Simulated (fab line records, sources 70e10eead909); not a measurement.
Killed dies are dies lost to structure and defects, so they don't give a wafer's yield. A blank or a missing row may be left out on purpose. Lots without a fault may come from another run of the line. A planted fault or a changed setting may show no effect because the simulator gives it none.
Chamber matching | flow nand_harc | NHARC_A_STAIRCASE_TRIM_12 on rie_diel-01: 4 sister chambers
The step chemistry O2, time 211.2 s. 22 wafers are shown with their chamber, then 11 later ones without.

WAFERS WITH THEIR CHAMBER
wafer  | chamber | showerhead_plenum_p_Torr (Torr) | drypump_motor_current_A (A) | oes_product_au (a.u.)
L079.2 | 1       | 3.45                            | 5.9                         | 0.976
L079.3 | 0       | 3.28                            | 5.4                         | 1.003
L079.4 | 3       | 3.39                            | 6.1                         | 1.001
L079.1 | 2       | 3.26                            | 5.6                         | 0.978
L079.5 | 3       | 3.39                            | 6.1                         | 0.999
L079.6 | 0       | 3.28                            | 5.4                         | 0.997
L080.4 | 3       | 3.39                            | 6.1                         | 0.996
L080.5 | 0       | 3.28                            | 5.4                         | 0.995
L080.6 | 1       | 3.45                            | 5.9                         | 0.973
L082.2 | 3       | 3.39                            | 6.1                         | 0.993
L082.3 | 1       | 3.45                            | 5.9                         | 0.983
L082.6 | 3       | 3.39                            | 6.1                         | 0.995
L082.1 | 2       | 3.26                            | 5.7                         | 0.968
L082.4 | 0       | 3.28                            | 5.4                         | 0.993
L082.5 | 0       | 3.28                            | 5.4                         | 0.999
L081.3 | 1       | 3.45                            | 5.9                         | 0.984
L081.4 | 3       | 3.39                            | 6.1                         | 1.000
L081.6 | 0       | 3.28                            | 5.4                         | 1.009
L087.4 | 0       | 3.27                            | 5.4                         | 1.001
L087.5 | 0       | 3.28                            | 5.4                         | 1.002
L087.6 | 3       | 3.38                            | 6.1                         | 1.012
L091.4 | 3       | 3.38                            | 6.1                         | 0.992

SIGNATURES (means of the wafers above)
reading                  | chamber 0 | chamber 1 | chamber 2 | chamber 3 | scatter within a chamber
showerhead_plenum_p_Torr | 3.2787    | 3.4500    | 3.2600    | 3.3875    | 0.00363
drypump_motor_current_A  | 5.400     | 5.900     | 5.650     | 6.100     | 0.0167
oes_product_au           | 0.99987   | 0.97900   | 0.97300   | 0.99850   | 0.00576
Rule: a wafer's distance from a chamber is the root of the sum, over the readings, of the square of ((its reading less the chamber's mean) divided by the reading's scatter). The wafer belongs to the nearest chamber; if the next one is less than 2 further off, it can't be placed. The scatter: the root of (the sum of the squares of (reading less its chamber's mean) over the shown wafers, divided by (wafers less chambers)).

WAFERS WITHOUT THEIR CHAMBER
wafer  | showerhead_plenum_p_Torr (Torr) | drypump_motor_current_A (A) | oes_product_au (a.u.)
L091.5 | 3.80                            | 5.7                         | 1.004
L091.6 | 3.38                            | 6.1                         | 1.003
L090.3 | 3.81                            | 5.4                         | 0.994
L090.5 | 3.38                            | 6.1                         | 0.989
L090.6 | 3.81                            | 5.4                         | 0.993
L094.4 | 3.38                            | 6.0                         | 0.985
L094.5 | 3.38                            | 6.0                         | 0.994
L094.6 | 3.80                            | 5.7                         | 0.995
L097.1 | 3.37                            | 6.1                         | 0.987
L097.3 | 3.44                            | 5.9                         | 0.981
L097.6 | 3.37                            | 6.1                         | 0.998

WHICH CHAMBER EACH WENT THROUGH
wafer  | from the rows above | in truth
L091.5 | 1                   | 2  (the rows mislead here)
L091.6 | 3                   | 3
L090.3 | 1                   | 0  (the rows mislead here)
L090.5 | 3                   | 3
L090.6 | 1                   | 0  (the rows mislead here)
L094.4 | 3                   | 3
L094.5 | 3                   | 3
L094.6 | 1                   | 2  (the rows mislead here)
L097.1 | 3                   | 3
L097.3 | 1                   | 1
L097.6 | 3                   | 3
Placed correctly: 7 of 11. Can't be placed from these rows: 0. Placed wrongly: 4.
